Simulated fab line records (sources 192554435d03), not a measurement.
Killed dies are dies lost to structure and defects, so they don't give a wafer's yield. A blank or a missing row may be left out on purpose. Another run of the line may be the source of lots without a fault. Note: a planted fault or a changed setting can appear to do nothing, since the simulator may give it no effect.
Split-lot study | flow n5Finfet | 39 wafers read across 7 lots, on a route 1938 steps long

== SPLIT DETAILS ==
At N5_HKMG_FIN_ETCH_54 (etches SiARC in CF4, target depth 45.5 nm, time 75.8 s), the setting biasW was moved away from the recipe's 36 W on 12 of the 39 wafers read, by -17.9% to +11.5%. For the rest of the wafers, this setting stayed at what the recipe calls for.

The reading is taken at the split's own step.

== THE READING ==
rfVppV, in V, at N5_HKMG_FIN_ETCH_54 (etches SiARC in CF4, target depth 45.5 nm, time 75.8 s). Fault-free wafers of this fab line usually give 183.8 V, standard deviation 1.2 V.

wafer  | tool, chamber at the split | biasW as run, W | against the recipe | rfVppV, V | against lot-mates on the recipe
L076.1 | rieDiel-04, 1              | 36              | recipe             | 186.3     | -
L076.2 | rieDiel-04, 0              | 36              | recipe             | 183.3     | -
L076.3 | rieDiel-04, 3              | 36              | recipe             | 183.3     | -
L076.4 | rieDiel-04, 2              | 36              | recipe             | 184.2     | -
L076.5 | rieDiel-04, 0              | 36              | recipe             | 183.8     | -
L076.6 | rieDiel-04, 3              | 36              | recipe             | 183.4     | -
L086.1 | rieDiel-02, 3              | 36              | recipe             | 185.1     | -
L086.2 | rieDiel-02, 1              | 29.54           | -17.9%             | 162.0     | -22.5
L086.3 | rieDiel-02, 0              | 36              | recipe             | 183.3     | -
L086.4 | rieDiel-02, 2              | 29.54           | -17.9%             | 162.8     | -21.7
L086.5 | rieDiel-02, 1              | 29.54           | -17.9%             | 161.8     | -22.7
L086.6 | rieDiel-02, 2              | 36              | recipe             | 185.1     | -
L087.1 | rieDiel-05, 2              | 36              | recipe             | 184.4     | -
L087.2 | rieDiel-05, 3              | 29.95           | -16.8%             | 164.5     | -19.2
L087.3 | rieDiel-05, 1              | 29.95           | -16.8%             | 162.3     | -21.4
L087.4 | rieDiel-05, 0              | 29.95           | -16.8%             | 163.8     | -19.9
L087.5 | rieDiel-05, 2              | 36              | recipe             | 184.0     | -
L087.6 | rieDiel-05, 1              | 36              | recipe             | 182.7     | -
L089.1 | rieDiel-04, 3              | 36              | recipe             | 182.3     | -
L089.2 | rieDiel-04, 0              | 36              | recipe             | 182.7     | -
L089.3 | rieDiel-04, 2              | 36              | recipe             | 183.4     | -
L089.4 | rieDiel-04, 1              | 36              | recipe             | 186.0     | -
L089.5 | rieDiel-04, 3              | 36              | recipe             | 183.0     | -
L089.6 | rieDiel-04, 2              | 36              | recipe             | 181.3     | -
L092.2 | rieDiel-04, 2              | 36              | recipe             | 183.1     | -
L092.3 | rieDiel-04, 1              | 36              | recipe             | 184.6     | -
L092.4 | rieDiel-04, 3              | 36              | recipe             | 182.9     | -
L094.1 | rieDiel-04, 0              | 40.15           | +11.5%             | 195.2     | +10.6
L094.2 | rieDiel-04, 3              | 40.15           | +11.5%             | 196.4     | +11.8
L094.3 | rieDiel-04, 2              | 36              | recipe             | 183.9     | -
L094.4 | rieDiel-04, 1              | 36              | recipe             | 185.3     | -
L094.5 | rieDiel-04, 1              | 36              | recipe             | 184.6     | -
L094.6 | rieDiel-04, 2              | 40.15           | +11.5%             | 195.8     | +11.2
L095.1 | rieDiel-04, 0              | 36              | recipe             | 183.0     | -
L095.2 | rieDiel-04, 3              | 36              | recipe             | 183.9     | -
L095.3 | rieDiel-04, 1              | 30.2            | -16.1%             | 164.5     | -18.6
L095.4 | rieDiel-04, 2              | 30.2            | -16.1%             | 164.0     | -19.1
L095.5 | rieDiel-04, 1              | 30.2            | -16.1%             | 163.3     | -19.8
L095.6 | rieDiel-04, 0              | 36              | recipe             | 182.4     | -

FIT RESULTS
A straight line over all 39 wafers: rfVppV changes by +1.18 V for each +1% of biasW; r = +0.99; the points scatter about the line by 1.1 V.
The same after taking each lot's own level away (the mean of its wafers on the recipe; 39 wafers): +1.17 V for each +1%; r = +0.99; scatter 1.1 V.
That fit puts the effect of the largest move of biasW on the reading at 21 V.
From 183.10 to 184.60 V: that is the span of the lots' own levels, equal to 1.2 times the standard deviation above.
Consequently the slope shifts little with the lot-to-lot level, the two slopes agreeing.
Check: for one of the wafers moved furthest among these (-17.9%), held out of the fit, the line's prediction against its lot-mates is -21.1 V. Against them it came out at -22.5 V.
Tool readings at the split's step, against how far the setting was moved: rfVppV r = +0.99.

== OTHER SPLITS APPLIED TO THESE WAFERS ==
These wafers also went through other splits before the reading. Each is held against what the fit with the lots' levels taken away leaves over:
other split on the same wafers     | wafers away from the commonest value | r with rfVppV (lot level and that fit taken away)
N5_DUMMY_GATE_HM_DEP_06 targetThkA | 18                                   | -0.09
N5_DUMMY_GATE_ETCH_37 sourceW      | 12                                   | -0.16
N5_DUMMY_GATE_ETCH_32 timeS        | 12                                   | +0.05

== THE FILE'S OWN FIT ==
rfVppV changes by +1.18 V for each +1% of biasW, r = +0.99.
